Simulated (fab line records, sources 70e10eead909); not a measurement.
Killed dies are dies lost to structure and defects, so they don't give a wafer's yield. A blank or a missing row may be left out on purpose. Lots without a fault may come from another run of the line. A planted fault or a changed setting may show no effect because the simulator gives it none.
fab line records | flow nand_harc
record lots=12 wafers=34 last_day=23
route steps=1159 shown P_CONTACT@237 END@1159
lots that met no fault: from a run of the same line without faults
start_h: hours from the record's first day to the start of the lot's first wafer shown | wait_h: hours since the lot's step before | " the same as in the row above | L1.1+2: a row that stands for several wafers | - no value, or no start given | * or withheld: withheld | < > ~ a bound
route shown NAME@n: a module of which the file shows steps, and the number in the route of the first | usual: mean/standard deviation of fault-free wafers | same: alike in all rows | chamber/n: place in a boat | sites: the reading at each site | _std_site: their standard deviation | _edge_site: outer sites' mean less inner sites' | radius_mm: how far each site lies from the wafer's centre | mask NAME#n: copy n | behind: the tool/chamber that last shaped the wafer | hold: why the lot was held/for how many hours/how that ended | device: the transistor (n, p or np) that didn't switch | end of line: the same wafers' tests at the end of the route | a step without rows: its recipe alone | killed: dies lost to structure and defects at the first sort, not the wafer's yield | map: a wafer's dies, x killed, . not, _ none there
set.NAME: the setting as run; set.NAME@STEP: as run at that earlier step | model.NAME: the simulator's own value behind a step, which no gauge read
steps of the route over a sample of lots; a table a step, a row a wafer
services: from which hour (start_h, from the record's first day; less than 0 if before it) a tool's chamber was out of use, for how many hours, and why
## steps
# step NHARC_P_CONTACT_ETCH_36
# recipe target_depth_a=2600 over_etch_frac=0.25 time_s=406.25 ion_energy_ev=200 n2_flow_sccm=150 h2_flow_sccm=150 ar_flow_sccm=0 rf_w=400 bias_w=150 chemistry=N2/H2
# usual bias_w=150.0/0.42 chamber_pressure_mTorr=30.001/0.028 drypump_motor_current_A=5.7/0.34 oes_product_au=1.003/0.018 rf_vpp_V=432.2/2 showerhead_plenum_p_Torr=2.10/0.067 throttle_valve_pct=14.172/0.0086
# columns lot.wafer tool chamber start_h wait_h bias_w chamber_pressure_mTorr drypump_motor_current_A oes_product_au rf_hours_counter_h rf_vpp_V showerhead_plenum_p_Torr throttle_valve_pct
L752.1 rie_diel-07 3 - - 150.5 29.979 5.3 1.012 5 430.6 2.04 14.169
L752.5 " 2 " " 149.7 30.012 5.3 1.026 - 432.8 2.10 14.186
L752.6 " 3 " " 149.3 29.959 5.4 1.020 - 431.0 2.04 14.180
L753.4 rie_diel-07 1 - - 149.6 30.046 5.4 0.995 6 430.0 1.98 14.186
L753.3 " 2 " " 149.8 29.950 5.3 1.022 5 433.1 2.10 14.173
L753.2 " 3 " " 150.5 29.987 5.3 1.010 5 432.1 2.04 14.150
L756.3 rie_diel-13 0 - - 151.0 29.973 6.0 0.994 1 433.6 2.15 14.161
L756.6 " 0 " " 149.5 29.976 6.0 0.991 - 432.8 2.15 14.178
L756.5 " 1 " " 150.3 30.051 5.7 1.038 - 432.1 2.14 14.177
L757.2 rie_diel-07 0 - - 151.1 30.025 5.5 0.995 8 430.6 2.05 14.174
L757.3 " 2 " " 149.6 29.980 5.3 1.016 7 432.7 2.10 14.180
L757.6 " 0 " " 150.3 29.996 5.5 0.990 - 431.2 2.05 14.176
L758.2 rie_diel-07 3 - - 149.1 30.024 5.3 1.008 9 431.5 2.04 14.153
L758.1 " 1 " " 150.1 30.043 5.3 1.001 9 429.6 1.98 14.176
L758.6 " 3 " " 149.6 30.040 5.3 1.013 - 430.3 2.04 14.158
L760.4 rie_diel-07 0 - - 149.5 30.003 5.5 0.994 10 431.9 2.05 14.163
L760.3 " 1 " " 150.4 30.028 5.3 0.988 10 429.9 1.98 14.173
L760.6 " 1 " " 150.6 30.006 5.3 1.001 - 429.4 1.98 14.174
L761.2 rie_diel-13 1 - - 150.6 30.030 5.7 1.035 4 434.1 2.14 14.162
L761.5 " 0 " " 150.1 29.994 6.0 1.004 - 433.5 2.15 14.190
L761.6 " 3 " " 149.8 29.978 6.3 0.995 - 433.6 2.18 14.163
L762.1 rie_diel-07 2 - - 149.7 30.068 5.3 1.035 12 432.1 2.10 14.171
L762.4 " 3 " " 150.2 29.982 5.3 1.015 12 432.0 2.04 14.184
L762.5 " 3 " " 150.3 30.026 5.3 1.000 - 431.2 2.04 14.179
L763.2 rie_diel-13 0 - - 150.0 30.011 6.1 0.999 6 433.9 2.15 14.168
L763.3 " 3 " " 150.0 30.030 6.3 0.986 6 434.3 2.18 14.161
L763.6 " 1 " " 149.8 29.973 5.7 1.037 - 433.6 2.14 14.164
L764.3 rie_diel-07 3 - - 150.3 30.028 5.3 1.005 14 431.3 2.04 14.164
L764.4 " 1 " " 149.3 30.023 5.3 1.005 14 428.4 1.98 14.186
L767.2 rie_diel-13 1 - - 149.7 30.021 5.6 1.031 7 431.7 2.14 14.191
L767.3 " 3 " " 150.4 29.977 6.4 0.996 8 434.2 2.18 14.175
L771.1 rie_diel-07 0 - - 149.6 29.985 5.6 1.006 18 429.5 2.05 14.176
L771.6 " 0 " " 149.1 30.016 5.5 1.000 - 432.1 2.05 14.168
L771.5 " 1 " " 149.7 29.925 5.3 1.002 - 428.2 1.98 14.175
# step NHARC_P_CONTACT_ETCH_18
# recipe target_depth_a=4810 time_s=240.5 c4f8_flow_sccm=20 o2_flow_sccm=10 ar_flow_sccm=withheld rf_w=600 bias_w=1500 chemistry=C4F8/O2/Ar
# usual bias_w=1501/4.3 chamber_pressure_mTorr=25.000/0.024 oes_product_au=0.966/0.022 rf_vpp_V=982/4.1
# columns lot.wafer tool chamber start_h wait_h bias_w chamber_pressure_mTorr oes_product_au rf_hours_counter_h rf_vpp_V
L752.1 rie_diel-07 2 - - 1506 25.059 0.984 5 982
L752.5 " 3 " " 1504 24.990 0.971 - 979
L752.6 " 0 " " 1499 25.022 0.964 - 978
L753.2 rie_diel-07 3 - - 1498 24.963 0.985 6 978
L753.4 " 0 " " 1503 24.992 0.958 6 981
L753.3 " 1 " " 1502 25.004 0.953 6 975
L756.3 rie_diel-13 3 - - 1497 24.986 0.923 2 985
L756.5 " 0 " " 1499 25.008 0.921 - 986
L756.6 " 1 " " 1493 24.997 0.966 - 984
L757.2 rie_diel-07 1 - - 1503 25.029 0.926 8 973
L757.3 " 0 " " 1506 24.997 0.930 8 978
L757.6 " 2 " " 1494 25.023 0.948 - 982
L758.2 rie_diel-07 3 - - 1501 25.024 0.987 9 978
L758.1 " 1 " " 1500 25.013 0.962 9 976
L758.6 " 3 " " 1508 25.006 0.987 - 979
L760.3 rie_diel-07 3 - - 1493 24.974 0.984 10 978
L760.4 " 2 " " 1498 24.990 0.994 9 984
L760.6 " 3 " " 1496 25.030 0.992 - 977
L761.2 rie_diel-13 3 - - 1503 25.013 0.951 5 987
L761.5 " 0 " " 1497 24.979 0.966 - 984
L761.6 " 1 " " 1499 25.013 0.996 - 985
L762.4 rie_diel-07 2 - - 1495 24.951 0.978 12 982
L762.1 " 3 " " 1501 24.978 0.964 12 977
L762.5 " 3 " " 1499 25.028 0.968 - 979
L763.2 rie_diel-13 1 - - 1498 25.011 0.985 6 986
L763.3 " 3 " " 1502 24.996 0.921 6 987
L763.6 " 0 " " 1506 24.975 0.951 - 985
L764.4 rie_diel-07 1 - - 1498 25.016 0.958 14 976
L764.3 " 3 " " 1499 25.028 0.975 14 979
L767.3 rie_diel-13 3 - - 1503 24.978 0.984 8 986
L767.2 " 1 " " 1503 25.012 1.000 7 986
L771.1 rie_diel-07 1 - - 1502 24.981 0.954 18 975
L771.5 " 1 " " 1510 25.023 0.952 - 974
L771.6 " 2 " " 1492 24.981 0.999 - 981
# step NHARC_P_CONTACT_CD_MEAS_19
# usual cd_nm=89.7/1.9
# columns lot.wafer tool chamber start_h wait_h cd_nm
L752.1 cd_sem-01 - 115.26 - 92.3
L752.5 " - " " 91.6
L752.6 " - " " 92.0
L753.2 cd_sem-03 - 116.70 - 89.0
L753.3 " - " " 89.4
L753.4 " - " " 88.3
L756.3 cd_sem-03 - 133.51 - 86.5
L756.5 " - " " 86.6
L756.6 " - " " 87.9
L757.2 cd_sem-01 - 136.62 - 91.1
L757.3 " - " " 91.2
L757.6 " - " " 89.7
L758.1 cd_sem-03 - 149.85 - 86.6
L758.2 " - " " 91.7
L758.6 " - " " 89.4
L760.3 cd_sem-03 - 156.63 - 88.8
L760.4 " - " " 88.7
L760.6 " - " " 89.4
L761.2 cd_sem-02 - 167.52 - 89.3
L761.5 " - " " 87.4
L761.6 " - " " 87.0
L762.1 cd_sem-02 - 171.39 - 91.2
L762.4 " - " " 95.2
L762.5 " - " " 91.9
L763.2 cd_sem-03 - 185.89 - 89.0
L763.3 " - " " 89.0
L763.6 " - " " 90.0
L764.3 cd_sem-01 - 187.44 - 93.6
L764.4 " - " " 88.1
L767.2 cd_sem-03 - 203.36 - 89.3
L767.3 " - " " 89.1
L771.1 cd_sem-02 - 222.41 - 88.9
L771.5 " - " " 88.8
L771.6 " - " " 90.4
# step NHARC_P_CONTACT_CVD_23
# recipe target_thk_a=2000 temp_c=300 pressure_torr=40 wf6_flow_sccm=40 h2_flow_sccm=1600 ar_flow_sccm=1560 time_s=557 material=W
# usual heater_power_w=452/34 throttle_valve_pct=8.09/0.22
# columns lot.wafer tool chamber start_h wait_h heater_power_w throttle_valve_pct
L752.1 cvd_w-02 0 121.10 - 473 8.49
L752.6 " 1 " " 464 7.91
L752.5 " 0 " " 481 8.30
L753.2 cvd_w-02 0 122.29 - 474 8.07
L753.4 " 0 " " 482 8.38
L753.3 " 1 " " 454 8.03
L756.3 cvd_w-02 0 136.79 - 472 8.05
L756.5 " 1 " " 474 7.94
L756.6 " 0 " " 486 8.05
L757.2 cvd_w-02 0 137.92 - 480 8.13
L757.3 " 1 " " 463 8.16
L757.6 " 0 " " 471 8.26
L758.2 cvd_w-02 1 151.16 - 445 7.78
L758.1 " 0 " " 469 8.17
L758.6 " 0 " " 475 8.22
L760.4 cvd_w-01 1 157.95 - 468 8.07
L760.3 " 0 " " 393 8.13
L760.6 " 1 " " 470 7.85
L761.2 cvd_w-01 0 171.19 - 407 8.29
L761.6 " 1 " " 488 8.14
L761.5 " 0 " " 393 7.89
L762.1 cvd_w-02 0 172.63 - 474 8.17
L762.4 " 1 " " 469 7.85
L762.5 " 1 " " 457 7.87
L763.2 cvd_w-01 1 189.85 - 478 8.11
L763.3 " 1 " " 471 8.06
L763.6 " 0 " " 398 8.15
L764.3 cvd_w-01 0 190.48 - 382 8.00
L764.4 " 1 " " 475 8.38
L767.2 cvd_w-01 0 211.12 - 384 8.28
L767.3 " 1 " " 479 7.80
L771.1 cvd_w-02 0 224.82 - 465 8.44
L771.6 " 0 " " 463 8.17
L771.5 " 1 " " 441 7.81
# step NHARC_P_CONTACT_CMP_24
# recipe t_overpolish_s=30 target_thk_nm=200
# usual motor_current_A=12.3/1.1 overpolish_run_s=30.000/0.0096 time_to_endpoint_s=39.1/2.9
# columns lot.wafer tool chamber start_h wait_h motor_current_A overpolish_run_s time_to_endpoint_s
L752.1 cmp-03 0 121.71 0.5 13.6 30.003 42.8
L752.5 " 3 " " 11.2 30.006 41.3
L752.6 " 0 " " 12.9 29.994 39.8
L753.4 cmp-04 0 122.96 0.4 12.1 30.004 44.7
L753.3 " 1 " " 13.4 29.988 35.4
L753.2 " 2 " " 11.2 29.989 44.7
L756.3 cmp-02 0 137.20 0.3 12.2 30.010 40.6
L756.6 " 3 " " 12.7 30.007 36.5
L756.5 " 0 " " 12.1 30.005 37.6
L757.3 cmp-04 3 138.53 0.4 10.8 29.996 32.9
L757.2 " 0 " " 12.9 30.003 41.8
L757.6 " 1 " " 13.5 30.014 35.4
L758.2 cmp-04 2 151.87 0.6 12.0 30.002 43.1
L758.1 " 3 " " 10.9 29.988 40.7
L758.6 " 1 " " 13.6 29.999 34.4
L760.3 cmp-04 3 158.42 0.3 11.1 29.994 36.0
L760.4 " 1 " " 12.9 30.009 36.1
L760.6 " 0 " " 12.1 29.989 37.8
L761.2 cmp-04 2 171.83 0.5 12.0 30.005 44.6
L761.5 " 0 " " 12.4 30.009 42.5
L761.6 " 1 " " 12.6 30.014 36.0
L762.4 cmp-04 0 173.20 0.4 12.4 30.000 38.4
L762.1 " 3 " " 11.5 30.004 35.4
L762.5 " 1 " " 13.1 30.006 35.5
L763.3 cmp-04 0 190.42 0.3 12.4 29.996 29.2
L763.2 " 3 " " 10.9 29.996 39.5
L763.6 " 0 " " 12.1 30.005 43.8
L764.4 cmp-03 2 190.95 0.3 13.9 30.022 29.5
L764.3 " 0 " " 13.7 29.994 29.0
L767.3 cmp-03 3 211.85 0.4 11.8 30.003 24.5
L767.2 " 0 " " 13.6 29.986 42.6
L771.1 cmp-03 0 225.53 0.6 13.8 30.003 41.0
L771.6 " 2 " " 15.2 30.008 42.0
L771.5 " 3 " " 11.9 29.990 41.7
# step NHARC_END_SORT_01
# recipe temp_c=25
# usual killed_at_array=24/8.4 killed_at_other=0.7/1.1 killed_at_periphery=2.9/1.7 killed_dies=27/8.6 killed_open=3.3/1.8 killed_short=1.8/1.4
# same gross_dies=677
# columns lot.wafer tool chamber start_h wait_h killed_at_array killed_at_other killed_at_periphery killed_dies killed_open killed_short
L753.2 prober-02 0 458.92 2.8 25 0 6 31 5 0
L753.3 prober-02 0 459.72 3.1 34 2 1 37 2 5
L753.4 prober-02 0 460.52 3.4 24 0 2 26 4 1
L756.5 prober-02 0 469.02 3.6 18 1 4 23 2 2
L760.3 prober-01 0 480.34 3.1 19 1 1 21 3 0
L760.4 prober-01 0 481.13 3.4 19 1 5 25 7 0
L760.6 prober-01 0 482.72 4.0 21 0 4 25 4 1
L761.2 prober-01 0 489.64 2.8 27 0 1 28 4 4
L761.5 prober-01 0 492.06 3.7 28 0 6 34 1 2
L761.6 prober-01 0 492.86 4.0 34 0 2 36 6 0
L763.2 prober-02 0 508.69 2.8 17 1 4 22 4 0
L763.3 prober-02 0 509.49 3.1 22 0 3 25 1 0
L763.6 prober-02 0 511.89 4.0 21 0 2 23 5 0
L767.2 prober-02 0 516.51 2.8 12 0 6 18 3 4
L767.3 prober-02 0 517.30 3.1 16 0 1 17 8 1
L764.3 prober-01 0 525.04 3.1 11 4 4 19 5 1
L764.4 prober-01 0 525.85 3.4 13 4 1 18 2 1
# killed by level:class
L753.2 A_CHANNEL_HOLE_D1:chamber_film_flake=7 A_CONTACT:chamber_film_flake=7 A_STAIRCASE:chamber_film_flake=6 A_CONTACT:geometric_particle:open=2 P_STI:chamber_film_flake=2 A_ZERO_WELL:chamber_film_flake=2 P_STI:geometric_particle:open=1 P_GATE:geometric_particle:open=1
L753.3 A_CHANNEL_HOLE_D1:chamber_film_flake=12 A_STAIRCASE:chamber_film_flake=8 A_CONTACT:chamber_film_flake=6 A_ONON_D1:geometric_particle:short=2 A_SLIT:chamber_film_flake=2 P_STI:geometric_particle:open=1 A_WL_FILL:geometric_particle:short=1 A_CONTACT:geometric_particle:short=1
L753.4 A_STAIRCASE:chamber_film_flake=8 A_CHANNEL_HOLE_D1:chamber_film_flake=7 A_SLIT:chamber_film_flake=3 P_M0:geometric_particle:open=2 A_ZERO_WELL:chamber_film_flake=2 A_STAIRCASE:geometric_particle:short=1 A_WL_FILL:geometric_particle:open=1 A_CONTACT:geometric_particle:open=1
L756.5 A_CHANNEL_HOLE_D1:chamber_film_flake=11 P_GATE:chamber_film_flake=2 A_CONTACT:chamber_film_flake=2 P_GATE:geometric_particle:open=1 A_M0:geometric_particle:open=1 A_M0:geometric_particle:short=1 P_M0:chamber_film_flake=1 STARTING-WAFER:geometric_particle:short=1
L760.3 A_SLIT:chamber_film_flake=7 A_STAIRCASE:chamber_film_flake=6 A_CHANNEL_HOLE_D1:chamber_film_flake=3 P_CONTACT:geometric_particle:open=1 A_SGD_CUT:geometric_particle:open=1 A_M0:geometric_particle:open=1 A_CONTACT:chamber_film_flake=1 THIN_TSV:chamber_film_flake=1
L760.4 A_SLIT:chamber_film_flake=9 A_STAIRCASE:chamber_film_flake=6 P_CONTACT:geometric_particle:open=2 P_M0:geometric_particle:open=2 A_CONTACT:chamber_film_flake=2 P_GATE:geometric_particle:open=1 A_BLC:geometric_particle:open=1 A_M0:geometric_particle:open=1
L760.6 A_SLIT:chamber_film_flake=13 A_CHANNEL_HOLE_D1:chamber_film_flake=3 A_M0:geometric_particle:open=2 P_M1:geometric_particle:short=1 A_CONTACT:geometric_particle:open=1 A_BLC:geometric_particle:open=1 P_ZERO_WELL:chamber_film_flake=1 P_STI:chamber_film_flake=1
L761.2 A_CHANNEL_HOLE_D1:chamber_film_flake=12 A_CONTACT:chamber_film_flake=5 A_CONTACT:geometric_particle:short=2 A_CONTACT:geometric_particle:open=2 A_STAIRCASE:chamber_film_flake=2 P_CONTACT:geometric_particle:open=1 A_CHANNEL_FILL_D1:geometric_particle:short=1 A_WL_FILL:geometric_particle:short=1
L761.5 A_CHANNEL_HOLE_D1:chamber_film_flake=17 A_CONTACT:chamber_film_flake=5 A_STAIRCASE:chamber_film_flake=4 P_M0:geometric_particle:short=2 P_GATE:chamber_film_flake=2 A_WL_FILL:chamber_film_flake=2 P_CONTACT:geometric_particle:open=1 P_STI:chamber_film_flake=1
L761.6 A_CHANNEL_HOLE_D1:chamber_film_flake=21 A_CONTACT:geometric_particle:open=4 A_M0:geometric_particle:open=2 A_STAIRCASE:chamber_film_flake=2 A_WL_FILL:chamber_film_flake=2 A_CONTACT:chamber_film_flake=2 P_STI:chamber_film_flake=1 P_GATE:chamber_film_flake=1
L763.2 A_SLIT:chamber_film_flake=5 A_CONTACT:chamber_film_flake=4 A_CHANNEL_HOLE_D1:chamber_film_flake=3 A_CONTACT:geometric_particle:open=2 P_GATE:chamber_film_flake=2 P_M2:chamber_film_flake=2 A_CHANNEL_FILL_D1:chamber_film_flake=2 A_WL_FILL:geometric_particle:open=1
L763.3 A_SLIT:chamber_film_flake=11 A_CONTACT:chamber_film_flake=4 A_CHANNEL_HOLE_D1:chamber_film_flake=3 A_CHANNEL_FILL_D1:chamber_film_flake=2 A_STAIRCASE:chamber_film_flake=2 P_CONTACT:geometric_particle:open=1 P_STI:chamber_film_flake=1 P_M1:chamber_film_flake=1
L763.6 A_SLIT:chamber_film_flake=7 A_CONTACT:chamber_film_flake=5 A_CHANNEL_HOLE_D1:geometric_particle:open=2 A_CHANNEL_HOLE_D1:chamber_film_flake=2 A_STAIRCASE:chamber_film_flake=2 A_CONTACT:geometric_particle:open=1 A_BLC:geometric_particle:open=1 A_M1:geometric_particle:open=1
L767.2 P_GATE:chamber_film_flake=3 A_CHANNEL_HOLE_D1:chamber_film_flake=3 A_SOURCE_PLATE:geometric_particle:short=2 A_BLC:geometric_particle:open=2 A_CONTACT:chamber_film_flake=2 P_CONTACT:geometric_particle:short=1 P_M1:geometric_particle:open=1 A_WL_FILL:geometric_particle:short=1
L767.3 A_CHANNEL_HOLE_D1:chamber_film_flake=6 A_CONTACT:geometric_particle:open=4 P_M1:geometric_particle:open=1 A_ONON_D1:geometric_particle:short=1 A_CHANNEL_HOLE_D1:geometric_particle:open=1 A_WL_FILL:geometric_particle:open=1 A_M0:geometric_particle:open=1 A_CHANNEL_FILL_D1:chamber_film_flake=1
L764.3 THIN_TSV:chamber_film_flake=4 P_CONTACT:geometric_particle:open=2 P_GATE:chamber_film_flake=2 A_STAIRCASE:chamber_film_flake=2 A_SLIT:chamber_film_flake=2 A_CONTACT:chamber_film_flake=2 A_ONON_D1:geometric_particle:open=1 A_WL_FILL:geometric_particle:short=1
L764.4 A_CHANNEL_HOLE_D1:chamber_film_flake=4 A_CONTACT:chamber_film_flake=4 THIN_TSV:chamber_film_flake=4 A_CHANNEL_FILL_D1:geometric_particle:open=2 A_STAIRCASE:chamber_film_flake=2 A_ONON_D1:geometric_particle:short=1 P_GATE:chamber_film_flake=1
## services
# columns tool chamber start_h hours kind
rie_diel-13 - 99.00 9.0 pm
cmp-04 - 105.01 4.0 pm
cmp-02 - 107.81 0.3 repair
rie_diel-07 0 109.22 - clean
rie_diel-07 1 109.22 - clean
rie_diel-07 2 109.22 - clean
rie_diel-07 3 109.22 - clean
cmp-02 - 110.71 1.6 repair
cvd_w-01 - 113.25 13.0 pm
rie_diel-07 0 133.72 - clean
rie_diel-13 3 146.36 1.2 repair
cmp-03 - 156.11 4.0 pm
rie_diel-13 2 160.93 7.9 repair
cmp-03 - 171.35 2.6 repair
cmp-02 - 173.01 4.0 pm
cvd_w-02 1 174.97 4.5 repair
rie_diel-07 0 187.91 1.2 repair
cvd_w-02 - 195.16 13.0 pm
cmp-04 - 198.58 2.2 repair
cmp-04 - 202.03 1.2 repair
cmp-02 - 204.55 1.7 repair
cmp-03 - 216.21 0.3 repair
cmp-03 - 223.91 0.5 repair
cmp-04 - 225.27 1.4 repair
## key
first_sign step=NHARC_P_CONTACT_CMP_24 reading=time_to_endpoint_s direction=down sigmas=3.8 usual=* struck=*
effect none on later readings
met_at NHARC_P_CONTACT_CVD_23
struck_lots L763,L764,L767
struck_wafers L763.3,L764.3,L764.4,L767.3
tester_left_out L763,L764,L767
not_acting_at NHARC_P_CONTACT_ETCH_36,NHARC_P_CONTACT_ETCH_18,NHARC_P_CONTACT_CD_MEAS_19
fault kind=process_parameter_drift tool=cvd_w-01 chamber=- onset_h=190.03 steps=NHARC_P_CONTACT_CVD_23 channel=target_thk_a offset=* shape=step end_h=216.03 scope=struck_wafers_only acts_in=* stated=*
# tester_left_out: of these lots the tester's yield and bins aren't shown, on N5 and GAA mostly nor the transistor test; their killed dies are dies lost to structure and defects alone, not to doping, threshold or leakage, so they don't give the yield
